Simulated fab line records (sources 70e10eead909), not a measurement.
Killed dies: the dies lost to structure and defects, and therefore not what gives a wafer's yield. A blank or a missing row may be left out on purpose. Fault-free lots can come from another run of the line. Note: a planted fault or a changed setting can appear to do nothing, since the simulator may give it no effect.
Which tool did it?	flow nand harc	7 lots, 21 wafers sampled, at 4 steps of a route of 1159

WHAT EACH GAUGE READ, for each wafer
NHARC_A_ONON_D1_THK_MEAS_02: measures by ellipsometry.
lot	measured	on	thk nm (nm)
L561	day 8 09:17	film metro-01	992 991 991
L567	day 9 00:06	film metro-02	1018 1019 1019
L566	day 9 00:05	film metro-02	1006 1005 1005
L569	day 9 22:57	film metro-01	995 994 994
L571	day 10 10:58	film metro-02	977 975 975
L580	day 12 17:47	film metro-01	1008 1010 1009
L583	day 13 17:04	film metro-02	1003 1000 1002

WHAT TOOL EACH LOT RAN ON (gives the tool, then ch and the chambers of the sampled wafers, and finally the start)
lot	NHARC_P_BONDPAD_PRE_CLEAN_26	NHARC_P_BONDPAD_PVD_17	NHARC_A_ONON_D1_DEP_00
L561	pvd sputter-01, day 7 03:15 or earlier	pvd sputter-01, day 7 03:15 or earlier	pecvd onon-02 ch 0, day 8 08:46
L567	pvd sputter-02, day 7 21:36 or earlier	pvd sputter-02, day 7 21:36 or earlier	pecvd onon-02 ch 0, day 8 23:35
L566	pvd sputter-02, day 8 01:54 or earlier	pvd sputter-02, day 8 01:54 or earlier	pecvd onon-03 ch 0, day 8 23:41
L569	pvd sputter-03, day 8 21:53 or earlier	pvd sputter-03, day 8 21:53 or earlier	pecvd onon-03 ch 0, day 9 22:37
L571	pvd sputter-01, day 9 06:05 or earlier	pvd sputter-01, day 9 06:05 or earlier	pecvd onon-03 ch 0, day 10 10:31
L580	pvd sputter-03, day 11 16:44 or earlier	pvd sputter-03, day 11 16:44 or earlier	pecvd onon-03 ch 0, day 12 17:16
L583	pvd sputter-02, day 12 15:00 or earlier	pvd sputter-02, day 12 15:00 or earlier	pecvd onon-03 ch 0, day 13 16:33
- NHARC_P_BONDPAD_PRE_CLEAN_26: time 30 s.
- NHARC_P_BONDPAD_PVD_17: deposits TaN, target thk 5 nm, time 8.06 s.
- NHARC_A_ONON_D1_DEP_00: target thk 1000 nm.

THE ANSWER, worked out from the rows above alone
Rule: what is usual is taken from the lots themselves. Put in order of their means at a reading, lots are off if they are a third of the lots or fewer, leave a main group of 4 or more, and stand apart from it by a gap of 3 or more times the standard deviation of the main group's means; of several such gaps the widest counts. If all means in a main group match to the digits the tables above print for the reading, that group is not used. A lot without any number at a reading at which 4 lots or more have one is off too. All remaining lots with rows at the step are treated as sound.
No lot is off on any of the readings shown, so nothing can be concluded from this.

WHAT HAD BEEN PUT IN BY THE SIMULATOR
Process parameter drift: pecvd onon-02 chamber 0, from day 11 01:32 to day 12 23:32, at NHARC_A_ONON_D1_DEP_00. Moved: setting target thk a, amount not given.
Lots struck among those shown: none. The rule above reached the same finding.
